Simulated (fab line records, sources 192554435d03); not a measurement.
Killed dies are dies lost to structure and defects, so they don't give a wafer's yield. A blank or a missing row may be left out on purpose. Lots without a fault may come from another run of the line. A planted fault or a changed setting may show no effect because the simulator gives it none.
Chamber matching | flow n5_finfet | N5_ZERO_LAYER_ETCH_17 on rie_diel-05: 4 sister chambers
The step etches SiO2 in CF4, target depth 12 nm, time 13.3 s. 4 wafers are shown with their chamber, then 9 later ones without.

WAFERS WITH THEIR CHAMBER
wafer  | chamber | showerhead_plenum_p_Torr (Torr)
L082.2 | 1       | 2.20
L082.3 | 0       | 2.05
L088.4 | 2       | 2.08
L088.5 | 3       | 2.23

WAFERS WITHOUT THEIR CHAMBER
wafer  | showerhead_plenum_p_Torr (Torr)
L089.1 | 2.08
L089.4 | 2.05
L089.6 | 2.05
L092.1 | 2.19
L092.2 | 2.08
L092.5 | 2.08
L094.2 | 2.07
L094.3 | 2.05
L094.6 | 2.22

WHICH CHAMBER EACH WENT THROUGH
wafer  | from the rows above     | in truth
L089.1 | 2                       | 2
L089.4 | 0                       | 0
L089.6 | 0                       | 0
L092.1 | 1                       | 1
L092.2 | 2                       | 2
L092.5 | 2                       | 2
L094.2 | can't be placed: 2 or 0 | 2
L094.3 | 0                       | 0
L094.6 | can't be placed: 3 or 1 | 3
Placed correctly: 7 of 9. Can't be placed from these rows: 2 (the true chamber is among the candidates in 2). Placed wrongly: 0.
How it was worked out, from the rows above alone: a wafer's distance from a chamber is the root of the sum, over the readings, of the square of ((its reading less the chamber's mean) divided by the reading's scatter). The wafer belongs to the nearest chamber; if the next one is less than 2 further off, it can't be placed. A chamber's mean is the mean of its shown wafers. The scatter: with one shown wafer a chamber, the root of the mean of the squares of how far each hidden wafer lies from its nearest shown one.
